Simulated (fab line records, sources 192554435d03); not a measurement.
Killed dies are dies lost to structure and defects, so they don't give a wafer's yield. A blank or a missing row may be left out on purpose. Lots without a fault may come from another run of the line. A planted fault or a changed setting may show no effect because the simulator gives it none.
Split-lot experiment | flow n5_finfet | 7 lots, 39 wafers read, on a route of 1938 steps

THE SPLIT
At N5_BEOL_M1_TRENCH_ETCH_37 (etches SiOC in C4F6/O2, target depth 55.207 nm, time 29 s), the setting target_depth_a was moved away from the recipe's 552.07 angstrom on 18 of the 39 wafers read, by -38.9% to +59.9%. The other wafers ran this setting at the recipe's value.

FROM THE SPLIT TO THE READING: what the file shows between them, 2 steps
- N5_BEOL_M1_ETCH_41: etches SiCN in CH3F/O2, target depth 31.9 nm, time 57.8 s
- N5_BEOL_M1_STRIP_97: strips in N2/H2, time 10 s

THE READING
trench_depth_nm, in nm, at N5_BEOL_M1_OCD_MEAS_38. Fault-free wafers of this fab line usually give 55.0 nm, standard deviation 1 nm.

wafer  | tool, chamber at the split | target_depth_a as run, angstrom | against the recipe | trench_depth_nm, nm | against lot-mates on the recipe
L075.1 | rie_diel-03, 3             | 552.07                          | recipe             | 54.1                | -
L075.2 | rie_diel-03, 1             | 846.1                           | +53.3%             | 82.7                | +29.0
L075.3 | rie_diel-03, 0             | 846.1                           | +53.3%             | 82.2                | +28.5
L075.4 | rie_diel-03, 1             | 552.07                          | recipe             | 53.8                | -
L075.5 | rie_diel-03, 0             | 552.07                          | recipe             | 53.2                | -
L075.6 | rie_diel-03, 3             | 846.1                           | +53.3%             | 83.1                | +29.4
L079.1 | rie_diel-03, 0             | 552.07                          | recipe             | 53.9                | -
L079.2 | rie_diel-03, 1             | 794.3                           | +43.9%             | 79.9                | +24.6
L079.3 | rie_diel-03, 3             | 552.07                          | recipe             | 55.7                | -
L079.4 | rie_diel-03, 2             | 552.07                          | recipe             | 56.3                | -
L079.5 | rie_diel-03, 1             | 794.3                           | +43.9%             | 79.6                | +24.3
L079.6 | rie_diel-03, 2             | 794.3                           | +43.9%             | 81.4                | +26.1
L082.1 | rie_diel-02, 3             | 337.7                           | -38.8%             | 34.3                | -20.3
L082.2 | rie_diel-02, 2             | 552.07                          | recipe             | 53.8                | -
L082.3 | rie_diel-02, 1             | 552.07                          | recipe             | 55.9                | -
L082.4 | rie_diel-02, 0             | 337.7                           | -38.8%             | 34.3                | -20.3
L082.5 | rie_diel-02, 2             | 552.07                          | recipe             | 54.2                | -
L082.6 | rie_diel-02, 1             | 337.7                           | -38.8%             | 35.3                | -19.3
L088.1 | rie_diel-03, 3             | 552.07                          | recipe             | 55.2                | -
L088.2 | rie_diel-03, 0             | 552.07                          | recipe             | 54.3                | -
L088.3 | rie_diel-03, 2             | 552.07                          | recipe             | 55.0                | -
L088.4 | rie_diel-03, 1             | 883                             | +59.9%             | 87.8                | +33.0
L088.5 | rie_diel-03, 1             | 883                             | +59.9%             | 88.0                | +33.2
L088.6 | rie_diel-03, 0             | 883                             | +59.9%             | 86.7                | +31.9
L092.1 | rie_diel-02, 2             | 552.07                          | recipe             | 53.2                | -
L092.2 | rie_diel-02, 0             | 759                             | +37.5%             | 75.2                | +21.1
L092.3 | rie_diel-02, 3             | 552.07                          | recipe             | 55.1                | -
L092.4 | rie_diel-02, 1             | 552.07                          | recipe             | 54.0                | -
L092.5 | rie_diel-02, 1             | 759                             | +37.5%             | 75.6                | +21.5
L092.6 | rie_diel-02, 2             | 759                             | +37.5%             | 72.8                | +18.7
L093.1 | rie_diel-01, 3             | 552.07                          | recipe             | 55.1                | -
L093.3 | rie_diel-01, 1             | 552.07                          | recipe             | 55.5                | -
L093.6 | rie_diel-01, 1             | 552.07                          | recipe             | 55.6                | -
L094.1 | rie_diel-02, 0             | 552.07                          | recipe             | 55.4                | -
L094.2 | rie_diel-02, 1             | 337.3                           | -38.9%             | 33.7                | -21.5
L094.3 | rie_diel-02, 3             | 552.07                          | recipe             | 55.2                | -
L094.4 | rie_diel-02, 1             | 337.3                           | -38.9%             | 33.5                | -21.7
L094.5 | rie_diel-02, 3             | 552.07                          | recipe             | 55.1                | -
L094.6 | rie_diel-02, 0             | 337.3                           | -38.9%             | 34.1                | -21.1

THE FIT
A straight line over all 39 wafers: trench_depth_nm changes by +0.539 nm for each +1% of target_depth_a; r = +1.00; the points scatter about the line by 1 nm.
The same after taking each lot's own level away (the mean of its wafers on the recipe; 39 wafers): +0.544 nm for each +1%; r = +1.00; scatter 0.81 nm.
On that fit, the largest move of target_depth_a shifts the reading by 33 nm.
The lots' own levels span 53.70 to 55.40 nm, that is 1.7 times the standard deviation above.
So the lot-to-lot level changes the slope little: the two slopes agree.
Check: with one of the wafers moved furthest among these (+59.9%) left out of the fit, the line predicts +32.8 nm for it against its lot-mates. It came out at +33 nm against them.

OTHER SPLITS ON THESE WAFERS
These wafers also went through other splits before the reading. Each is held against what the fit with the lots' levels taken away leaves over:
other split on the same wafers              | wafers away from the commonest value | r with trench_depth_nm (lot level and that fit taken away)
N5_BEOL_M0_SAQP_SPACER2_ALD_26 target_thk_a | 18                                   | +0.10

THE WHOLE CHAIN: every reading that the file lists as answering this split, in the file's order
step                      | what it does                                              | reading                                                                          | change (the file's fit)                | r (the file's)
N5_BEOL_M1_TRENCH_ETCH_37 | etches SiOC in C4F6/O2, target depth 55.207 nm, time 29 s | BEOL_M1.feature_depth_nm (the simulator's own value, which no gauge read)        | +0.544 nm for each +1% of the setting  | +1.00
N5_BEOL_M1_TRENCH_ETCH_37 | etches SiOC in C4F6/O2, target depth 55.207 nm, time 29 s | etch.depth_nm (the simulator's own value, which no gauge read)                   | +0.544 nm for each +1% of the setting  | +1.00
N5_BEOL_M1_TRENCH_ETCH_37 | etches SiOC in C4F6/O2, target depth 55.207 nm, time 29 s | TiN_of_BEOL_M1_HM_DEP_02.thk_nm (the simulator's own value, which no gauge read) | -0.0227 nm for each +1% of the setting | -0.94
N5_BEOL_M1_OCD_MEAS_38    |                                                           | trench_depth_nm                                                                  | +0.546 nm for each +1% of the setting  | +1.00

THE FILE'S OWN FIT
trench_depth_nm changes by +0.546 nm for each +1% of target_depth_a, r = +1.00.
